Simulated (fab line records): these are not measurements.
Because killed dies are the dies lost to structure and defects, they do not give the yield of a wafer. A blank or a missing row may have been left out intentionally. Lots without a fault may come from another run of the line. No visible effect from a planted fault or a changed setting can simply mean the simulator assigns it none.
A lot that was struck, set against a sound lot / flow nand harc / 14 out of 1159 route steps
Sound: wafers L395.1, L395.2, L395.3. Struck: wafers L405.1, L405.5 (left out: L405.6, a lot-mate that was not struck); the cause follows at the end.
Order at every step that has rows: each side's tool, ch and its chambers, its first start. Under that, the readings that differ: sound wafers / struck wafers / difference of the means / sigmas: that difference in standard deviations of wafers without a fault.
alike: readings with means less than 2 such deviations apart, plus words and numbers identical on both sides. not compared: withheld readings, readings lacking a value on some wafer, bounds such as >300 that could conceal the same value, and numbers that have no deviation in the record and whose values overlap.
Wherever a step has rows on one side only, a row that says differs or no value, or a row with sigmas, the two part there. When numbers do not overlap yet have no deviation, they are printed without sigmas and do not part them. A reading that every wafer of one side lacks parts them only if that side has two wafers or more.

first, 4 steps without rows for these wafers: NHARC_A_WL_FILL_STRIP_28 (strips in post etch residue remover, time 1200 s); NHARC_A_WL_FILL_PRECLEAN_06 (cleans in DIW, time 300 s); NHARC_A_WL_FILL_SRD_07; NHARC_A_WL_FILL_ANNEAL_08 (time 1800 s).
NHARC_A_WL_FILL_ALD_10: deposits SiO2, target thk 50 nm, pulse time 10 s, ald cycles 500.
  sound on ald hk-04 ch 0,1,2, day 18 03:09; struck on ald hk-01 ch 2,3, day 20 11:14
  alike: heater power w, precursor pulse height rel
NHARC_A_WL_FILL_ETCHBACK_16: etches the open film in C4F8/O2/Ar, target depth 88 nm, time 17.6 s.
  sound: rie diel-09 ch 0,2,3; struck: rie diel-06 ch 0,3
  alike: oes product au, rf vpp V
  not compared: rf hours counter h
NHARC_A_WL_FILL_STRIP_29: strips in O2, time 20 s.
  sound on rie diel-09 ch 0,2,3, day 18 07:24; struck on rie diel-06 ch 1, day 20 16:00
reading=mfc ar sccm (sccm); sound=0.013 0.002 0; struck=0.027 0.027; difference=+0.022; sigmas=+3
  alike: drypump motor current A, oes product au, rf vpp V, showerhead plenum p Torr, throttle valve pct
  not compared: rf hours counter h
NHARC_A_WL_FILL_ETCHBACK_17: etches the open film in Cl2/BCl3, target depth 4 nm, time 26.7 s.
  sound on rie metal-03 ch 0,1, day 18 07:29; struck on rie metal-01 ch 0,1, day 20 16:05
  alike: drypump motor current A, oes product au
  not compared: rf hours counter h
then, 3 steps without rows for these wafers: NHARC_A_WL_FILL_PRECLEAN_18 (cleans in dHF, time 30 s); NHARC_A_WL_FILL_SRD_21; NHARC_A_WL_FILL_CVD_23 (deposits poly-Si, target thk 40 nm, time 800 s).
NHARC_A_WL_FILL_ETCHBACK_26: etches the open film in HBr, target depth 52 nm, time 13.3 s.
  sound on rie si-04 ch 1,2,3, day 18 12:46; struck on rie si-01 ch 1, day 20 21:25
reading=oes product au (a.u.); sound=0.999 1.005 0.997; struck=0.859 0.871; difference=-0.135; sigmas=-14
  alike: drypump motor current A, throttle valve pct
  not compared: rf hours counter h
then, 1 step without rows for these wafers: NHARC_A_WL_FILL_PRECLEAN_30 (cleans in dHF, time 10 s).
-- jump in the record: it breaks off in module A_WL_FILL and resumes in module END (first step shown: number 1159 of the route), and 3 days separate the struck wafers' starts before and after --
NHARC_END_SORT_01:
  sound on prober-02 ch 0, day 21 19:07; struck on prober-02 ch 0, day 24 05:53
reading=killed at array; sound=48 37 42; struck=12 14; difference=-29; sigmas=-3
reading=killed dies; sound=50 40 42; struck=17 14; difference=-28; sigmas=-3
  alike: killed at other, killed at periphery, killed open, killed short

== WHERE THEY PART ==
At NHARC_A_WL_FILL_STRIP_29 first; at NHARC_END_SORT_01 last (within this record only).

WHY: what the simulator had put in
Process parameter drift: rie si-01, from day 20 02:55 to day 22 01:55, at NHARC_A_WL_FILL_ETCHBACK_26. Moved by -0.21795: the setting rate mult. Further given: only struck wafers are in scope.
